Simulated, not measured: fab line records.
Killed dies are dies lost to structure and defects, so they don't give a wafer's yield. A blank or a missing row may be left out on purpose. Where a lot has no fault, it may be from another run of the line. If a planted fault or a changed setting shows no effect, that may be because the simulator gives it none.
fab line records    flow nandHarc
[record] lots = 15  wafers = 42  lastDay = 33
route steps=1302 shown A_ONON_D2@550 END@1302
lots with no fault: from the same line, run without faults
startH: the number of hours between the record's first day and the start of the first shown wafer of the lot    waitH: hours since the lot's step before    " repeats the value in the row above    L1.1+2: a row that stands for several wafers    - no value, or no start given    * or withheld: withheld    < > ~ a bound
route shown NAME@n: NAME is a module with steps in the file, n the number in the route of the first one    usual: average and standard deviation across the fault-free wafers    same: alike in all rows    chamber/n: place in a boat    sites: each site's reading    _std_site: how widely they spread, as a standard deviation    _edge_site: outer sites' mean less inner sites'    radiusMm: how far each site lies from the wafer's centre    mask NAME#n: copy n    behind: tool/chamber where the wafer was last shaped    hold: the reason the lot was held/the length of the hold in hours/how it ended    device: the n, p or np transistor that did not switch    end of line: the same wafers' tests at the end of the route    a step without rows: its recipe alone    killed: dies that structure and defects cost at the first sort, which is not the same as the wafer's yield    map: per-die view of a wafer (x killed, . not killed, _ where there is no die)
set.NAME: the setting as run; set.NAME@STEP: as run at that earlier step    model.NAME: the simulator's own value behind a step, which no gauge read
a sample of lots followed through the steps of the route, with each step as a table and each wafer as a row
services: from which hour (startH, from the record's first day; less than 0 if before it) a tool's chamber was out of use, for how many hours, and why
[[steps]]
[step NHARC_A_ONON_D2_THK_MEAS_08]
[recipe] thkMeasGauge = ellipsometry
[usual] thkNm = 1002/8.5
lot.wafer  tool          chamber  startH  waitH  thkNm
L455.3     filmMetro-02  -        282.12  -      1008
L455.4     "             -        "       "      1007
L455.5     "             -        "       "      1009
L456.3     filmMetro-01  -        282.15  -      997
L456.4     "             -        "       "      997
L456.6     "             -        "       "      999
L457.1     filmMetro-01  -        301.42  -      1000
L457.2     "             -        "       "      998
L457.5     "             -        "       "      1000
L458.2     filmMetro-01  -        315.95  -      1009
L458.3     "             -        "       "      1008
L458.4     "             -        "       "      1007
L459.1     filmMetro-02  -        318.14  -      991
L459.3     "             -        "       "      989
L459.6     "             -        "       "      990
L460.1     filmMetro-01  -        333.08  -      995
L460.3     "             -        "       "      996
L460.4     "             -        "       "      994
L461.1     filmMetro-01  -        339.20  -      993
L461.2     "             -        "       "      993
L461.4     "             -        "       "      992
L462.2     filmMetro-02  -        345.57  -      1010
L462.3     "             -        "       "      1013
L462.6     "             -        "       "      1012
L463.2     filmMetro-02  -        360.87  -      995
L463.3     "             -        "       "      996
L463.5     "             -        "       "      996
L464.3     filmMetro-01  -        360.91  -      996
L464.4     "             -        "       "      996
L464.6     "             -        "       "      995
L468.1     filmMetro-02  -        403.31  -      1015
L468.4     "             -        "       "      1014
L468.5     "             -        "       "      1014
L469.2     filmMetro-01  -        420.16  -      1016
L469.6     "             -        "       "      1014
L471.4     filmMetro-02  -        447.84  -      995
L471.5     "             -        "       "      996
L473.2     filmMetro-01  -        461.25  -      1010
L473.5     "             -        "       "      1007
L478.3     filmMetro-02  -        498.91  -      991
L478.4     "             -        "       "      992
L478.5     "             -        "       "      991
[step NHARC_A_ONON_D2_THK_MEAS_11]
[recipe] thkMeasGauge = ellipsometry
[usual] thkNm = 1002/11
lot.wafer  tool          chamber  startH  waitH  thkNm
L455.3     filmMetro-01  -        282.69  -      1000
L455.4     "             -        "       "      999
L455.5     "             -        "       "      998
L456.3     filmMetro-02  -        282.72  -      987
L456.4     "             -        "       "      987
L456.6     "             -        "       "      987
L457.1     filmMetro-01  -        301.99  -      1010
L457.2     "             -        "       "      1010
L457.5     "             -        "       "      1010
L458.2     filmMetro-02  -        316.52  -      1026
L458.3     "             -        "       "      1025
L458.4     "             -        "       "      1024
L459.1     filmMetro-01  -        318.70  -      1004
L459.3     "             -        "       "      1003
L459.6     "             -        "       "      1004
L460.1     filmMetro-01  -        333.64  -      1006
L460.3     "             -        "       "      1007
L460.4     "             -        "       "      1007
L461.1     filmMetro-01  -        339.76  -      986
L461.2     "             -        "       "      987
L461.4     "             -        "       "      985
L462.2     filmMetro-01  -        346.13  -      1004
L462.3     "             -        "       "      1005
L462.6     "             -        "       "      1003
L463.2     filmMetro-02  -        361.43  -      986
L463.3     "             -        "       "      986
L463.5     "             -        "       "      986
L464.3     filmMetro-01  -        361.48  -      994
L464.4     "             -        "       "      994
L464.6     "             -        "       "      994
L468.1     filmMetro-02  -        403.88  -      1004
L468.4     "             -        "       "      1000
L468.5     "             -        "       "      1002
L469.2     filmMetro-02  -        420.84  -      995
L469.6     "             -        "       "      994
L471.4     filmMetro-01  -        448.41  -      988
L471.5     "             -        "       "      990
L473.2     filmMetro-01  -        461.82  -      1007
L473.5     "             -        "       "      1007
L478.3     filmMetro-02  -        499.47  -      986
L478.4     "             -        "       "      985
L478.5     "             -        "       "      987
[step NHARC_A_ONON_D2_DEP_12]
[recipe] targetThkA = 10000  n2FlowSccm = 2750  n2oFlowSccm = 2000  nh3FlowSccm = 500  sih4FlowSccm = 210  tempC = 400
lot.wafer   tool          chamber  startH  waitH
L455.3+4+5  pecvdOnon-04  0        282.86  0.2
L456.3+4+6  pecvdOnon-03  0        282.89  0.2
L457.1+2+5  pecvdOnon-04  0        302.04  0.1
L458.2+3+4  pecvdOnon-03  0        316.63  0.1
L459.1+3+6  pecvdOnon-03  0        318.76  0.1
L460.1+3+4  pecvdOnon-02  0        333.70  0.1
L461.1+2+4  pecvdOnon-02  0        339.82  0.1
L462.2+3+6  pecvdOnon-02  0        346.25  0.1
L463.2+3+5  pecvdOnon-03  0        361.55  0.1
L464.3+4+6  pecvdOnon-04  0        361.65  0.2
L468.1+4+5  pecvdOnon-03  0        403.93  0.1
L469.2+6    pecvdOnon-02  0        420.97  0.1
L471.4+5    pecvdOnon-02  0        448.63  0.2
L473.2+5    pecvdOnon-02  0        461.93  0.1
L478.3+4+5  pecvdOnon-03  0        499.65  0.2
[step NHARC_A_ONON_D2_THK_MEAS_14]
[recipe] thkMeasGauge = ellipsometry
[usual] thkNm = 1001/10
lot.wafer  tool          chamber  startH  waitH  thkNm
L455.3     filmMetro-01  -        283.25  -      1014
L455.4     "             -        "       "      1013
L455.5     "             -        "       "      1015
L456.3     filmMetro-01  -        283.29  -      1008
L456.4     "             -        "       "      1008
L456.6     "             -        "       "      1009
L457.1     filmMetro-02  -        302.55  -      986
L457.2     "             -        "       "      985
L457.5     "             -        "       "      986
L458.2     filmMetro-01  -        317.09  -      983
L458.3     "             -        "       "      983
L458.4     "             -        "       "      985
L459.1     filmMetro-02  -        319.27  -      1001
L459.3     "             -        "       "      1002
L459.6     "             -        "       "      1002
L460.1     filmMetro-02  -        334.21  -      1007
L460.3     "             -        "       "      1006
L460.4     "             -        "       "      1005
L461.1     filmMetro-01  -        340.34  -      986
L461.2     "             -        "       "      985
L461.4     "             -        "       "      986
L462.2     filmMetro-02  -        346.71  -      994
L462.3     "             -        "       "      993
L462.6     "             -        "       "      994
L463.2     filmMetro-01  -        362.00  -      983
L463.3     "             -        "       "      983
L463.5     "             -        "       "      982
L464.3     filmMetro-02  -        362.05  -      998
L464.4     "             -        "       "      998
L464.6     "             -        "       "      998
L468.1     filmMetro-01  -        404.44  -      1001
L468.4     "             -        "       "      1004
L468.5     "             -        "       "      1003
L469.2     filmMetro-02  -        421.42  -      669
L469.6     "             -        "       "      985
L471.4     filmMetro-01  -        448.97  -      1020
L471.5     "             -        "       "      701
L473.2     filmMetro-01  -        462.38  -      691
L473.5     "             -        "       "      692
L478.3     filmMetro-02  -        500.05  -      1008
L478.4     "             -        "       "      1007
L478.5     "             -        "       "      1008
[step NHARC_END_SORT_01]
[recipe] tempC = 25
[usual] killedAtArray = 58/22  killedAtOther = 1.0/1.3  killedAtPeriphery = 5/3.4  killedDies = 64/22  killedOpen = 3.6/1.8  killedShort = 2.4/1.7
[same] grossDies = 677
lot.wafer  tool       chamber  startH  waitH  killedAtArray  killedAtOther  killedAtPeriphery  killedDies  killedOpen  killedShort
L469.2     prober-01  0        703.44  2.8    672            0              5                  677         7           6
L469.6     prober-01  0        706.68  4.1    48             1              1                  50          1           8
L471.4     prober-01  0        720.73  3.4    91             1              5                  97          3           2
L471.5     prober-01  0        721.54  3.7    672            0              5                  677         4           2
L473.2     prober-01  0        750.87  2.8    669            4              4                  677         4           3
L473.5     prober-01  0        753.28  3.7    669            0              8                  677         4           2
// killed by level:class
L469.2 A_ONON_D2:areaDep=631 A_CHANNEL_HOLE_D2:chamberFilmFlake=15 A_CHANNEL_HOLE_D1:chamberFilmFlake=8 A_SLIT:chamberFilmFlake=4 A_CHANNEL_FILL_D2:geometricParticle:short=3 P_CONTACT:geometricParticle:open=2 P_M2:chamberFilmFlake=2 A_ZERO_WELL:chamberFilmFlake=2
L469.6 A_CHANNEL_HOLE_D2:chamberFilmFlake=16 A_SLIT:chamberFilmFlake=9 A_CHANNEL_HOLE_D1:chamberFilmFlake=8 A_STAIRCASE:chamberFilmFlake=3 A_CHANNEL_FILL_D2:geometricParticle:short=2 A_WL_FILL:geometricParticle:short=2 A_CHANNEL_FILL_D2:chamberFilmFlake=2 A_ONON_D1:geometricParticle:short=1
L471.4 A_CHANNEL_HOLE_D1:chamberFilmFlake=41 A_SLIT:chamberFilmFlake=37 A_BONDPAD:chamberFilmFlake=5 A_DECK1_JOINT:geometricParticle:open=2 P_GATE:chamberFilmFlake=2 P_BONDPAD:chamberFilmFlake=2 A_CONTACT:chamberFilmFlake=2 P_STI:geometricParticle:short=1
L471.5 A_ONON_D2:areaDep=582 A_SLIT:chamberFilmFlake=38 A_CHANNEL_HOLE_D1:chamberFilmFlake=33 A_STAIRCASE:chamberFilmFlake=6 A_DECK1_JOINT:chamberFilmFlake=4 A_DECK1_JOINT:geometricParticle:open=2 P_GATE:chamberFilmFlake=2 P_BONDPAD:chamberFilmFlake=2
L473.2 A_ONON_D2:areaDep=609 A_SLIT:chamberFilmFlake=33 A_CHANNEL_HOLE_D1:chamberFilmFlake=14 THIN_TSV:chamberFilmFlake=3 A_WL_FILL:geometricParticle:open=2 P_CONTACT:chamberFilmFlake=2 A_CHANNEL_FILL_D1:chamberFilmFlake=2 A_CONTACT:chamberFilmFlake=2
L473.5 A_ONON_D2:areaDep=612 A_SLIT:chamberFilmFlake=33 A_CHANNEL_HOLE_D1:chamberFilmFlake=10 A_STAIRCASE:chamberFilmFlake=3 A_CONTACT:chamberFilmFlake=3 P_CONTACT:geometricParticle:open=2 P_ZERO_WELL:chamberFilmFlake=2 P_CONTACT:chamberFilmFlake=2
[[services]]
tool          chamber  startH  hours  kind
pecvdOnon-04  -        311.83  13.0   pm
pecvdOnon-02  -        366.00  13.0   pm
pecvdOnon-03  -        408.00  13.0   pm
pecvdOnon-04  -        492.83  13.0   pm
[[key]]
[firstSign] step = NHARC_A_ONON_D2_THK_MEAS_14  reading = thkNm  direction = down  sigmas = 30  usual = 1001  struck = 688
[effect] step = NHARC_END_SORT_01  reading = killedAtArray  direction = up  sigmas = 28  usual = 58  struck = 670
[moreKillsBornAt] NHARC_A_ONON_D2_DEP_12@pecvdOnon-02 = 2434
metAt NHARC_A_ONON_D2_DEP_12
struckLots L469,L471,L473
struckWafers L469.2,L471.5,L473.2,L473.5
laterRowsLeftOut L469.2,L471.5,L473.2,L473.5
testerLeftOut L469,L471,L473
notActingAt NHARC_A_ONON_D2_THK_MEAS_08,NHARC_A_ONON_D2_THK_MEAS_11
onsetBetween 346.25 420.97
[fault] kind = processParameterDrift  tool = pecvdOnon-02  chamber = -  onsetH = 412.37  steps = NHARC_A_ONON_D2_DEP_12  channel = targetThkA  offset = *  shape = step  endH = 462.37  scope = struckWafersOnly  actsIn = *  stated = *
// testerLeftOut: of these lots the tester's yield and bins aren't shown, on N5 and GAA mostly nor the transistor test; their killed dies are dies lost to structure and defects alone, not to doping, threshold or leakage, so they don't give the yield
// laterRowsLeftOut: the simulator's readings of these wafers behind a module that went badly wrong aren't trusted and aren't shown, but for the sort
